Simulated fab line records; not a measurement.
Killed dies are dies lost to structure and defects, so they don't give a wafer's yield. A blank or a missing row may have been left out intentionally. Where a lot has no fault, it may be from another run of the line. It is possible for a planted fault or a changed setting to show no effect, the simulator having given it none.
fab line records -- flow n5_finfet
[record] lots = 4, wafers = 10, last_day = 16
route steps=1938 shown BEOL_M6@1251 BEOL_M7@1263
lots untouched by any fault: they come from a run of this same line in which no faults occurred
start_h: hours from the record's opening day to when the first of the lot's shown wafers began -- wait_h: hours since the lot's step before -- " unchanged from the row above -- L1.1+2: one row covering several wafers at once -- - value missing, or start not given -- * or withheld: withheld -- < > ~ a bound
route shown NAME@n: names a module that has steps shown in the file, with the first one's number in the route -- usual: mean/standard deviation of fault-free wafers -- same: alike in all rows -- chamber/n: place in a boat -- sites: the reading at each site -- _std_site: standard deviation across them -- _edge_site: inner sites' mean taken away from outer sites' mean -- radius_mm: how far each site lies from the wafer's centre -- mask NAME#n: copy n -- behind: tool/chamber where the wafer was last shaped -- hold: the reason the lot was held/the length of the hold in hours/how it ended -- device: which transistor (n, p or np) failed to switch -- end of line: tests of these same wafers at the route's end -- step lacking rows: just its recipe -- killed: at the first sort, the dies lost to defects and structure; wafer yield is something else -- map: a wafer's dies, x killed, . not, _ none there
set.NAME: the setting as run; set.NAME@STEP: as run at that earlier step -- model.NAME: the simulator's own value behind a step, which no gauge read
certain route steps with their lots: each step a table, each wafer a row
services: from which hour (start_h, from the record's first day; less than 0 if before it) a tool's chamber was out of use, for how many hours, and why
[[steps]]
[step N5_BEOL_M6_ALD_77]
[recipe] material = TaN, target_thk_a = 20, temp_c = 275, ald_precursor_family = PDMAT, ald_co_reactant = NH3, pressure_torr = 3, carrier_flow_sccm = 1500, pulse_time_s = 2, purge_time_s = 3, co_reactant_purge_time_s = 2, co_reactant_pulse_time_s = 3, ald_cycles = 40, precursor_vessel_temp_c = 75, precursor_vessel_pressure_torr = 26.25, precursor_vessel_carrier_sccm = 1000
[step N5_BEOL_M6_SURFACE_TREAT_79]
[recipe] gas = Ar, time_s = *, ion_energy_ev = *, ion_current_ma_cm2 = 0.5, pressure_mtorr = *, ar_flow_sccm = 30
[step N5_BEOL_M6_CVD_78]
[recipe] material = Co, target_thk_a = 20, temp_c = withheld, precursor = CCTBA/H2, pressure_torr = 30, time_s = 142.3
[step N5_BEOL_M6_SPUTTER_48]
[recipe] material = Cu, target_thk_a = 100, temp_c = -20, bias_v = 60, power_w = 26000, chamber_pressure_pa = 0.13, time_s = 1.667
[step N5_BEOL_M6_ECD_50]
[recipe] material = Cu, target_thk_a = 3000
[step N5_BEOL_M6_ANNEAL_51]
[recipe] temp_c = 225, time_s = 90, ambient = N2
[step N5_BEOL_M6_CMP_52]
[recipe] stop_on = SiCOH_lowk, t_overpolish_s = 6.9, down_force_psi = 1, platen_rpm = 50, clearing_platen_down_force_psi = 1.5, clearing_platen_rpm = 50, post_cmp_clean = cu_alkaline, target_thk_nm = 80, clearing_platen_pad_velocity_m_s = 0.99484, pad_velocity_m_s = 0.99484
[step N5_BEOL_M6_PRE_CLEAN_55]
[recipe] gas = NH3, time_s = 15, temp_c = withheld, rf_power_w = 300
[step N5_BEOL_M6_DEP_56]
[recipe] material = SiCN, target_thk_a = 100, temp_c = withheld, precursor = 3MS/NH3, pressure_torr = 3, rf_w = 202, time_s = 17.5
[step N5_BEOL_M7_ILD_DEP_00]
[recipe] material = SiCOH_lowk, target_thk_a = 1797.5, temp_c = 300, precursor = DEMS/porogen, pressure_torr = 5, rf_w = 500, time_s = 33.4
[usual] chamber_pressure_Torr = 5.000/0.01, heater_power_w = 310/41, rf_fwd_power_W = 495.2/2.3, showerhead_plenum_p_Torr = 5.739/0.015, throttle_valve_pct = 14.0/0.39
lot.wafer,tool,chamber,start_h,wait_h,chamber_pressure_Torr,heater_power_w,rf_fwd_power_W,showerhead_plenum_p_Torr,throttle_valve_pct,model.SiCOH_lowk_of_BEOL_M7_ILD_DEP_00.thk_nm
L542.4,pecvd-02,0,189.94,0.1,5.010,324,497.3,5.748,14.1,181.2
L542.5,pecvd-02,2,189.94,0.1,5.008,269,497.3,5.743,13.3,183
L542.6,pecvd-02,1,189.94,0.1,4.981,240,495.1,5.759,13.6,181.2
L544.1,pecvd-02,0,192.85,0.0,5.012,333,496.5,5.772,14.3,194.2
L544.5,pecvd-02,0,192.85,0.0,4.987,331,495.9,5.763,14.2,179.6
L547.2,pecvd-02,2,212.18,0.0,5.012,293,494.9,5.723,13.6,176.8
L547.4,pecvd-02,2,212.18,0.0,5.002,293,493.6,5.731,13.6,195.2
L561.2,pecvd-04,1,308.74,0.0,5.006,337,498.5,5.734,13.8,176.8
L561.3,pecvd-04,0,308.74,0.0,5.010,266,490.2,5.737,14.3,177.2
L561.6,pecvd-04,2,308.74,0.0,4.995,351,496.8,5.733,14.4,179.6
[step N5_BEOL_M7_CURE_74]
[recipe] temp_c = 385, time_s = 240, ambient = He/Ar, material = SiCOH_lowk
[step N5_BEOL_M7_THK_MEAS_01]
[recipe] reads = SiCOH_lowk_of_BEOL_M7_ILD_DEP_00
[usual] M7_ILD_THK = 154.6/1.9
lot.wafer,tool,chamber,start_h,wait_h,M7_ILD_THK[nm]
L542.4,film_metro-01,-,190.50,0.2,156.1
L542.5,film_metro-01,-,190.50,0.2,157.7
L542.6,film_metro-01,-,190.50,0.2,156.2
L544.1,film_metro-02,-,193.42,0.4,167.6
L544.5,film_metro-02,-,193.42,0.4,154.9
L547.2,film_metro-02,-,212.76,0.4,152.6
L547.4,film_metro-02,-,212.76,0.4,168.6
L561.2,film_metro-02,-,309.32,0.4,152.5
L561.3,film_metro-02,-,309.32,0.4,152.8
L561.6,film_metro-02,-,309.32,0.4,154.9
[step N5_BEOL_M7_PECVD_70]
[recipe] material = SiO2, target_thk_a = 200, temp_c = 400, precursor = TEOS/O2, pressure_torr = 5.5, rf_w = 450, teos_flow_sccm = 53.8, gas = O2, flow_sccm = 3000, time_s = 22.7
[step N5_BEOL_M7_HM_DEP_02]
[recipe] material = TiN, target_thk_a = 200, temp_c = 25, chamber_pressure_pa = 0.49996
[step N5_BEOL_M7_COAT_59]
[recipe] resist = SOC, temp_c = 250, time_s = 60, spin_rpm = 1500, resist_thk_nm = 100
[step N5_BEOL_M7_COAT_60]
[recipe] resist = SiARC, temp_c = 220, time_s = 60, spin_rpm = 1500, resist_thk_nm = 35
[step N5_BEOL_M7_COAT_05]
[recipe] resist = CAR-ArF, spin_rpm = 1500, resist_thk_nm = 90
[step N5_BEOL_M7_EBR_07]
[recipe] solvent = PGMEA, ebr_width_mm = 1.5
[step N5_BEOL_M7_SOFTBAKE_06]
[recipe] temp_c = 110, time_s = 60, resist = CAR-ArF
[step N5_BEOL_M7_EXPOSE_08]
[recipe] mask_id = M7, na = 1.35, source_shape = dipole, sigma_inner = 0.817, sigma_outer = 0.97, polarization = te, dose_mj = 68.25
[step N5_BEOL_M7_PEB_09]
[recipe] peb_temp_c = withheld, peb_time_s = 60, resist = CAR-ArF
[step N5_BEOL_M7_DEVELOP_10]
[recipe] develop_time_s = 30, developer = TMAH, resist = CAR-ArF, rinse_liquid = diw, dry = air_spin, dev_temp_c = 23
[step N5_BEOL_M7_DESCUM_16]
[recipe] chemistry = O2, time_s = 7.9, source_power_w = 50, bias_power_w = 20, pressure_mtorr = 20, rf_frequency_hz = 2.712e+07, temp_c = 40, resist = CAR-ArF, o2_flow_sccm = 225
[step N5_BEOL_M7_ETCH_61]
[recipe] chemistry = CF4, target = SiARC, target_depth_a = 455, mask_material = CAR-ArF, time_s = 75.8, ion_energy_ev = 80, pressure_mtorr = 40, source_w = 545, bias_w = 36, Ar_flow_sccm = 100, cf4_flow_sccm = 100, ends = cleared
[step N5_BEOL_M7_ETCH_62]
[recipe] chemistry = N2/H2, target = SOC, target_depth_a = 1100, overetch_a = 220, mask_material = SiARC, temp_c = 40, time_s = 165, ion_energy_ev = 200, pressure_mtorr = 30, source_w = 840, bias_w = 150, n2_flow_sccm = 200, h2_flow_sccm = 200
[step N5_BEOL_M7_STRIP_68]
[recipe] chemistry = N2/H2, temp_c = 40, n2_flow_sccm = 200, h2_flow_sccm = 200, rf_frequency_hz = 6e+07
[step N5_BEOL_M7_STRIP_67]
[recipe] chemistry = CF4, resist = SiARC, power_w = 300, bias_power_w = 75, pressure_mtorr = 50, cf4_flow_sccm = 150, rf_frequency_hz = 6e+07
[step N5_BEOL_M7_HM_OPEN_17]
[recipe] chemistry = Cl2/BCl3, target_depth_a = 200, overetch_a = 60, target = TiN, mask_material = SOC, ion_energy_ev = 150, pressure_mtorr = 10, icp_w = 1000, bias_w = 126, Cl2_flow_sccm = 53.25, bcl3_flow_sccm = 21.75, Ar_flow_sccm = 25
[step N5_BEOL_M7_STRIP_19]
[recipe] chemistry = O2, power_w = 400, temp_c = 40, pressure_mtorr = 30, rf_frequency_hz = 6e+07, bias_power_w = 0, overash_fraction = 0.2, o2_flow_sccm = 225
[step N5_BEOL_M7_COAT_63]
[recipe] resist = SOC, temp_c = 250, time_s = 60, spin_rpm = 1500, resist_thk_nm = 60
[step N5_BEOL_M7_COAT_64]
[recipe] resist = SiARC, temp_c = 220, time_s = 60, spin_rpm = 1500, resist_thk_nm = 12
[step N5_BEOL_M7_COAT_71]
[recipe] resist = underlayer, temp_c = 205, time_s = 60, spin_rpm = 1500, resist_thk_nm = 5
[step N5_BEOL_M7_COAT_22]
[recipe] resist = CAR-EUV, spin_rpm = 1500, resist_thk_nm = 30
[step N5_BEOL_M7_EBR_24]
[recipe] solvent = PGMEA, ebr_width_mm = 1.5
[step N5_BEOL_M7_SOFTBAKE_23]
[recipe] temp_c = 110, time_s = 60, resist = CAR-EUV
[step N5_BEOL_M7_CMP_52]
[recipe] stop_on = SiCOH_lowk, t_overpolish_s = 6.9, down_force_psi = 1, platen_rpm = 50, clearing_platen_down_force_psi = 1.5, clearing_platen_rpm = 50, post_cmp_clean = cu_alkaline, target_thk_nm = 80, clearing_platen_pad_velocity_m_s = 0.99484, pad_velocity_m_s = 0.99484
[usual] motor_current_A = 6.3/0.51, platen_rpm = 50.00/0.03
lot.wafer,tool,chamber,start_h,wait_h,motor_current_A,platen_rpm,model.SiCOH_lowk_of_BEOL_M7_ILD_DEP_00.thk_nm
L542.4,cmp-02,0,194.95,0.2,6.6,50.01,153.2
L542.6,cmp-02,3,194.95,0.2,5.8,50.00,153.2
L542.5,cmp-02,0,194.95,0.2,7.0,49.96,154.8
L544.1,cmp-02,2,199.84,0.3,6.9,50.03,164.6
L544.5,cmp-02,3,199.84,0.3,5.8,50.02,151.8
L547.2,cmp-01,0,219.67,0.2,7.1,50.03,149.4
L547.4,cmp-01,3,219.67,0.2,6.1,50.00,165.6
L561.3,cmp-02,2,315.78,0.2,6.6,50.03,149.8
L561.2,cmp-02,3,315.78,0.2,5.8,50.04,149.4
L561.6,cmp-02,2,315.78,0.2,7.1,49.99,152
[[services]]
tool,chamber,start_h,hours,kind
pecvd-02,1,173.68,2.1,scheduled_down
cmp-02,-,183.50,0.6,repair
pecvd-04,0,190.36,5.5,scheduled_down
cmp-01,-,191.11,0.3,repair
pecvd-04,2,234.50,16.5,scheduled_down
cmp-01,-,240.50,0.6,repair
cmp-01,-,279.26,2.2,repair
pecvd-02,2,286.00,2.1,scheduled_down
[[key]]
[first_sign] step = N5_BEOL_M7_THK_MEAS_01, reading = M7_ILD_THK, direction = up, sigmas = 7.1, usual = 154.6, struck = 168.1
effect none on later readings
[model_effect] step = N5_BEOL_M7_ILD_DEP_00, value = SiCOH_lowk_of_BEOL_M7_ILD_DEP_00.thk_nm, without = 179.4, struck = 194.7
[model_effect] step = N5_BEOL_M7_CMP_52, value = SiCOH_lowk_of_BEOL_M7_ILD_DEP_00.thk_nm, without = 151.7, struck = 165.1
met_at N5_BEOL_M7_ILD_DEP_00
struck_wafers L544.1,L547.4
onset_between 189.94 192.85
[fault] kind = process_parameter_drift, tool = pecvd-02, chamber = -, onset_h = 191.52, steps = N5_BEOL_M7_ILD_DEP_00, channel = time_s, offset = *, shape = step, end_h = 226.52, scope = struck_wafers_only, acts_in = *, stated = *
